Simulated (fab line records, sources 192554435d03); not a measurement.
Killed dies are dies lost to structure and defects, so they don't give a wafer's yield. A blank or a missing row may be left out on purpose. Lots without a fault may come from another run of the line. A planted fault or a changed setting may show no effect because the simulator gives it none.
fab line records | flow n5_finfet
record lots=4 wafers=12 last_day=16
route steps=1938 shown BEOL_M9@1409 PASSIVATION@1936
lots that met no fault: from a run of the same line without faults
start_h: hours from the record's first day to the start of the lot's first wafer shown | wait_h: hours since the lot's step before | " the same as in the row above | L1.1+2: a row that stands for several wafers | - no value, or no start given | * or withheld: withheld | < > ~ a bound
route shown NAME@n: a module of which the file shows steps, and the number in the route of the first | usual: mean/standard deviation of fault-free wafers | same: alike in all rows | chamber/n: place in a boat | sites: the reading at each site | _std_site: their standard deviation | _edge_site: outer sites' mean less inner sites' | radius_mm: how far each site lies from the wafer's centre | mask NAME#n: copy n | behind: the tool/chamber that last shaped the wafer | hold: why the lot was held/for how many hours/how that ended | device: the transistor (n, p or np) that didn't switch | end of line: the same wafers' tests at the end of the route | a step without rows: its recipe alone | killed: dies lost to structure and defects at the first sort, not the wafer's yield | map: a wafer's dies, x killed, . not, _ none there
set.NAME: the setting as run; set.NAME@STEP: as run at that earlier step | model.NAME: the simulator's own value behind a step, which no gauge read
lots at some steps of the route; a table a step, a row a wafer
services: from which hour (start_h, from the record's first day; less than 0 if before it) a tool's chamber was out of use, for how many hours, and why
## steps
# step N5_BEOL_M9_EBR_07
# recipe solvent=PGMEA ebr_width_mm=1.5
# step N5_BEOL_M9_SOFTBAKE_06
# recipe temp_c=110 time_s=60 resist=CAR-ArF
# step N5_BEOL_M9_EXPOSE_08
# recipe mask_id=M9 na=1.35 source_shape=dipole sigma_inner=0.411 sigma_outer=0.611 polarization=te dose_mj=53.75
# step N5_BEOL_M9_PEB_09
# recipe peb_temp_c=withheld peb_time_s=60 resist=CAR-ArF
# step N5_BEOL_M9_DEVELOP_10
# recipe develop_time_s=30 developer=TMAH resist=CAR-ArF rinse_liquid=diw dry=air_spin dev_temp_c=23
# step N5_BEOL_M9_DESCUM_16
# recipe chemistry=O2 time_s=7.9 source_power_w=50 bias_power_w=20 pressure_mtorr=20 rf_frequency_hz=2.712e+07 temp_c=40 resist=CAR-ArF o2_flow_sccm=225
# step N5_BEOL_M9_ETCH_61
# recipe chemistry=CF4 target=SiARC target_depth_a=390 mask_material=CAR-ArF time_s=65 ion_energy_ev=80 pressure_mtorr=40 source_w=545 bias_w=36 Ar_flow_sccm=100 cf4_flow_sccm=100 ends=cleared
# step N5_BEOL_M9_ETCH_62
# recipe chemistry=N2/H2 target=SOC target_depth_a=1100 overetch_a=220 mask_material=SiARC temp_c=40 time_s=165 ion_energy_ev=200 pressure_mtorr=30 source_w=840 bias_w=150 n2_flow_sccm=200 h2_flow_sccm=200
# step N5_BEOL_M9_STRIP_68
# recipe chemistry=N2/H2 temp_c=40 n2_flow_sccm=200 h2_flow_sccm=200 rf_frequency_hz=6e+07
# step N5_BEOL_M9_STRIP_67
# recipe chemistry=CF4 resist=SiARC power_w=300 bias_power_w=75 pressure_mtorr=50 cf4_flow_sccm=150 rf_frequency_hz=6e+07
# usual drypump_motor_current_A=5.9/0.45 oes_product_au=0.77/0.072 rf_vpp_V=271.7/1.2 showerhead_plenum_p_Torr=1.82/0.046 throttle_valve_pct=13.58/0.2
# columns lot.wafer tool chamber start_h wait_h drypump_motor_current_A oes_product_au rf_hours_counter_h rf_vpp_V showerhead_plenum_p_Torr throttle_valve_pct
L923.1 rie_diel-01 0 241.86 0.0 5.8 0.87 40 270.3 1.84 13.58
L923.5 " 2 " " 5.7 0.71 - 271.3 1.83 13.38
L923.6 " 3 " " 6.4 0.72 - 270.0 1.80 13.78
L925.2 rie_diel-01 1 245.06 0.0 5.9 0.84 66 273.7 1.90 13.48
L925.3 " 3 " " 6.3 0.72 207 271.1 1.80 13.79
L925.4 " 2 " " 5.7 0.71 216 273.0 1.83 13.38
L926.3 rie_diel-01 3 264.54 0.0 6.2 0.71 213 271.3 1.80 13.76
L926.5 " 0 " " 5.8 0.87 - 272.8 1.83 13.61
L926.6 " 3 " " 6.3 0.71 - 270.7 1.80 13.77
L935.1 rie_diel-02 0 322.21 0.0 5.0 0.94 9 271.7 1.83 13.18
L935.2 " 3 " " 5.6 0.87 53 272.2 1.89 13.25
L935.5 " 1 " " 5.8 0.72 - 270.7 1.77 13.44
# step N5_BEOL_M9_HM_OPEN_17
# recipe chemistry=Cl2/BCl3 target_depth_a=200 overetch_a=60 target=TiN mask_material=SOC ion_energy_ev=150 pressure_mtorr=10 icp_w=1000 bias_w=126 Cl2_flow_sccm=53.25 bcl3_flow_sccm=21.75 Ar_flow_sccm=25
# step N5_BEOL_M9_STRIP_19
# recipe chemistry=O2 power_w=400 temp_c=40 pressure_mtorr=30 rf_frequency_hz=6e+07 bias_power_w=0 overash_fraction=0.2 o2_flow_sccm=225
# step N5_BEOL_M9_COAT_63
# recipe resist=SOC temp_c=250 time_s=60 spin_rpm=1500 resist_thk_nm=60
# step N5_BEOL_M9_COAT_64
# recipe resist=SiARC temp_c=220 time_s=60 spin_rpm=1500 resist_thk_nm=12
# step N5_BEOL_M9_COAT_75
# recipe resist=underlayer temp_c=205 time_s=60 spin_rpm=1500 resist_thk_nm=5
# step N5_BEOL_M9_COAT_22
# recipe resist=CAR-EUV spin_rpm=1500 resist_thk_nm=30
# step N5_BEOL_M9_EBR_24
# recipe solvent=PGMEA ebr_width_mm=1.5
# step N5_BEOL_M9_SOFTBAKE_23
# recipe temp_c=110 time_s=60 resist=CAR-EUV
# step N5_BEOL_M9_EXPOSE_25
# recipe mask_id=V8 na=0.33 source_shape=annular sigma_inner=0.4 sigma_outer=0.8 polarization=unpolarized dose_mj=37.25
# step N5_BEOL_M9_PEB_26
# recipe peb_temp_c=100 peb_time_s=60 resist=CAR-EUV
# step N5_BEOL_M9_DEVELOP_27
# recipe develop_time_s=30 developer=TMAH resist=CAR-EUV rinse_liquid=surfactant_rinse dry=air_spin dev_temp_c=23
# step N5_BEOL_M9_INSPECT_30
# recipe mode=adi inspect_instrument=brightfield
# usual raw_defect_count=464/110
# columns lot.wafer tool chamber start_h wait_h raw_defect_count
L923.1 defect_inspect-02 - 243.62 0.1 625
L923.5 " - " " 679
L923.6 " - " " 578
L925.2 defect_inspect-02 - 245.72 0.0 493
L925.3 " - " " 989
L925.4 " - " " 452
L926.3 defect_inspect-02 - 266.05 0.0 980
L926.5 " - " " 457
L926.6 " - " " 982
L935.1 defect_inspect-01 - 323.06 0.1 689
L935.2 " - " " 627
L935.5 " - " " 541
# step N5_BEOL_M9_DESCUM_33
# recipe chemistry=O2 time_s=7 source_power_w=50 bias_power_w=20 pressure_mtorr=20 rf_frequency_hz=2.712e+07 temp_c=40 resist=CAR-EUV o2_flow_sccm=225
# step N5_PASSIVATION_PROBE_49
# usual defect_limited_yield=91.3/1.5 killed_at_M0_to_M3=35/10 killed_at_M4_up=12/4.6 killed_at_contacts=13/6.6 killed_at_front_end=39/11 killed_at_other=4/3.4 killed_dies=103/17 killed_on_rim=14/4.1 killed_open=67/13 killed_short=35/8.2 sort_bin_5_function=5.1/0.94 sort_bin_6_memory=3.2/0.7 sort_n_pass=1077/17 sort_yield_pct=91.3/1.5
# same gross_dies=1180 killed_at_back_side=0 sort_bin_4_leakage[%]=0 sort_bin_8_speed[%]=0
# columns lot.wafer tool chamber start_h wait_h defect_limited_yield[%] killed_at_M0_to_M3 killed_at_M4_up killed_at_contacts killed_at_front_end killed_at_other killed_dies killed_on_rim killed_open killed_short sort_bin_5_function[%] sort_bin_6_memory[%] sort_n_pass sort_yield_pct[%]
L923.1 prober-01 - 298.48 0.0 92.2 32 6 5 47 2 92 11 60 31 4.4 3.1 1088 92.2
L923.5 prober-01 - 298.68 0.2 91.9 31 11 12 33 8 95 9 60 35 5.3 2.6 1085 91.9
L923.6 prober-01 - 298.73 0.3 92.2 42 4 9 35 2 92 15 65 26 4.7 2.7 1088 92.2
L925.3 prober-02 - 306.92 0.1 86.4 32 73 12 42 2 161 33 73 30 8.5 3.7 1019 86.4
L926.3 prober-01 - 326.49 0.1 86.7 42 65 7 38 5 157 32 85 19 8.2 3.4 1023 86.7
L926.5 prober-01 - 326.59 0.2 90.1 37 11 25 40 4 117 17 73 43 4.6 4.9 1063 90.1
L926.6 prober-01 - 326.64 0.3 85.3 56 56 16 45 1 174 33 85 40 8.6 4.3 1006 85.3
L935.1 prober-02 - 388.98 0.0 90.7 18 7 14 66 5 110 15 57 51 5.9 2.9 1070 90.7
L935.2 prober-02 - 389.03 0.1 90.4 37 9 14 46 7 113 17 71 39 5.2 4.2 1067 90.4
L935.5 prober-02 - 389.18 0.2 92.5 12 8 11 54 3 88 15 63 25 4.7 2.7 1092 92.5
# killed by level:class
L923.1 STI_FIN_REVEAL:geometric_particle:open=13 BEOL_M1:geometric_particle:open=9 FIN_SAQP:geometric_particle:open=7 BEOL_M0_SAQP:geometric_particle:short=6 STI_FIN_REVEAL:geometric_particle:short=5 DUMMY_GATE:geometric_particle:open=5 FIN_SAQP:geometric_particle:short=4 STARTING-WAFER:geometric_particle:short=4
L923.5 MOL_CONTACT_COAG:geometric_particle:open=10 BEOL_M3:geometric_particle:open=9 FIN_SAQP:geometric_particle:short=7 FIN_SAQP:geometric_particle:open=6 BEOL_M1:geometric_particle:short=5 BEOL_M2:geometric_particle:open=5 STARTING-WAFER:geometric_particle:short=5 STARTING-WAFER:geometric_particle:open=5
L923.6 STI_FIN_REVEAL:geometric_particle:open=14 BEOL_M1:geometric_particle:open=12 BEOL_M0_SAQP:geometric_particle:open=8 BEOL_M3:geometric_particle:open=7 MOL_CONTACT_COAG:geometric_particle:open=7 FIN_SAQP:geometric_particle:short=6 BEOL_M0_SAQP:geometric_particle:short=6 FIN_SAQP:geometric_particle:open=5
L925.3 BEOL_M9:unspecified=56 FIN_SAQP:geometric_particle:open=18 MOL_CONTACT_COAG:geometric_particle:open=12 BEOL_M4:geometric_particle:open=11 BEOL_M1:geometric_particle:open=7 FIN_SAQP:geometric_particle:short=5 BEOL_M0:geometric_particle:short=5 BEOL_M3:geometric_particle:open=5
L926.3 BEOL_M9:unspecified=53 FIN_SAQP:geometric_particle:open=10 BEOL_M0_SAQP:geometric_particle:open=10 BEOL_M1:geometric_particle:open=10 FIN_SAQP:geometric_particle:short=8 BEOL_M3:geometric_particle:open=8 MOL_CONTACT_COAG:geometric_particle:open=7 GATE_CUT:geometric_particle:open=6
L926.5 MOL_CONTACT_COAG:geometric_particle:open=18 BEOL_M0_SAQP:geometric_particle:short=12 STI_FIN_REVEAL:geometric_particle:open=7 DUMMY_GATE:geometric_particle:open=7 MOL_CONTACT_COAG:geometric_particle:short=7 FIN_SAQP:geometric_particle:short=6 BEOL_M0:geometric_particle:open=5 BEOL_M0_SAQP:geometric_particle:open=4
L926.6 BEOL_M9:unspecified=47 MOL_CONTACT_COAG:geometric_particle:open=12 BEOL_M3:geometric_particle:open=11 BEOL_M2:geometric_particle:open=9 BEOL_M1:geometric_particle:open=8 STI_FIN_REVEAL:geometric_particle:open=7 DUMMY_GATE:geometric_particle:open=6 FIN_SAQP:geometric_particle:short=5
L935.1 FIN_SAQP:geometric_particle:short=19 STI_FIN_REVEAL:geometric_particle:open=16 FIN_SAQP:geometric_particle:open=13 MOL_CONTACT_COAG:geometric_particle:open=10 BEOL_M0_SAQP:geometric_particle:short=7 STI_FIN_REVEAL:geometric_particle:short=6 GATE_CUT:geometric_particle:short=4 MOL_CONTACT_COAG:geometric_particle:short=4
L935.2 BEOL_M0_SAQP:geometric_particle:short=13 MOL_CONTACT_COAG:geometric_particle:open=12 FIN_SAQP:geometric_particle:open=11 STI_FIN_REVEAL:geometric_particle:open=11 FIN_SAQP:geometric_particle:short=10 BEOL_M2:geometric_particle:open=9 BEOL_M0_SAQP:geometric_particle:open=9 STARTING-WAFER:geometric_particle:open=4
L935.5 FIN_SAQP:geometric_particle:open=21 STI_FIN_REVEAL:geometric_particle:open=10 MOL_CONTACT_COAG:geometric_particle:open=10 FIN_SAQP:geometric_particle:short=9 DUMMY_GATE:geometric_particle:open=4 BEOL_M0_SAQP:geometric_particle:short=4 BEOL_M5:geometric_particle:open=4 BEOL_M2:geometric_particle:open=3
# map L925.3 (x killed, . not)
_________________xxxxx.......________________
______________xxxxxxx.x....x..x._____________
___________xxxxxxxxxx....xx.......x__________
__________xxxxxxxxxx.x...........x.x_________
________xxxxx.xxxx...................._______
_______xxxxxxxxxxxx...........x........______
______....xxxx..xx......x.............x._____
_____..x.....x.......x.x...xx.......x...x____
____.............x...x...........x..x..x..___
___.....x.....x.....x......................__
___.......xx..........xx.......x...........__
__.x.......x................................_
__......................x.....x.x..x..x..x.._
_..x.........x........x.......x......x.......
_.............................x....x.........
_..........................................x.
_..........x.........................x.......
_.....x...............................x......
_.......x...x..x..........................xx.
_..x............x...x...........x............
_.......................x......x.x........x.x
__.........x.x.....x..................x....x_
__.......................x........x........._
___....................x........x..........__
___........x........x.x........x........x..__
____..x.......x.......x................x..___
_____...........................x.....x..____
______..x........xx.............x......._____
_______x.............x.................______
________x..........x.................._______
__________.........xx.x............._________
___________.xx.......x.............__________
______________.x................_____________
_________________............________________
# map L926.6 (x killed, . not)
_________________xxx....x....________________
______________xxxxxxx.........x._____________
___________xxxxxxxx.x............x.__________
__________xxxxxxxxxx.....x.x........_________
________xxxxxxxxx....................._______
_______.xxxxxxxx.xxx............x......______
______.....x.xxx......x...x...x.....x..._____
_____......x.......................x.....____
____...........x.x...x............x.......___
___........x..xx....x........x...x.........__
___.x.x..x......................x..........__
__............x...................x.......x._
__..x................x..x.....x............._
_x.....x...x....x.........................x..
_.x.......................x....x.............
_x....x..............x....xx............x..x.
_x.....x.........x........x...x.......x....x.
_...........................x......x.......x.
_....x....x......x..x..x.............x...x...
_..............x.......................x.....
_...x....x...x....xx....x.....x.........x....
__.....................x.....x.............x_
__.......x......x.................x...x.x..._
___........................x...x.....x....x__
___...........x.x...................x....x.__
____x.......x...........x............x....___
_____....x..............x.x......x.....x.____
______..........x..........x.........x.x_____
_______..................x.......x.....______
________........x.x..x................_______
__________..........x........x...xx._________
___________........x.x........x....__________
______________.....x..x...x...x._____________
_________________.x..........________________
## services
# columns tool chamber start_h hours kind
rie_diel-02 2 244.08 21.0 repair
rie_diel-02 0 254.95 14.4 repair
rie_diel-02 3 282.57 1.5 repair
rie_diel-01 - 290.73 2.8 pm
rie_diel-01 2 293.58 40.7 repair
## key
first_sign step=N5_BEOL_M9_INSPECT_30 reading=raw_defect_count direction=up sigmas=4.9 usual=464 struck=984
effect step=N5_PASSIVATION_PROBE_49 reading=killed_at_M4_up direction=up sigmas=11 usual=12 struck=65
more_kills_born_at N5_BEOL_M9_STRIP_67@rie_diel-01=156
met_at N5_BEOL_M9_STRIP_67
struck_wafers L925.3,L926.3,L926.6
onset_between 241.86 245.06
fault kind=chamber_particle_source tool=rie_diel-01 chamber=3 onset_h=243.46 steps=N5_BEOL_M9_STRIP_67 rate_per_visit_cm2=0.98377 end_h=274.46
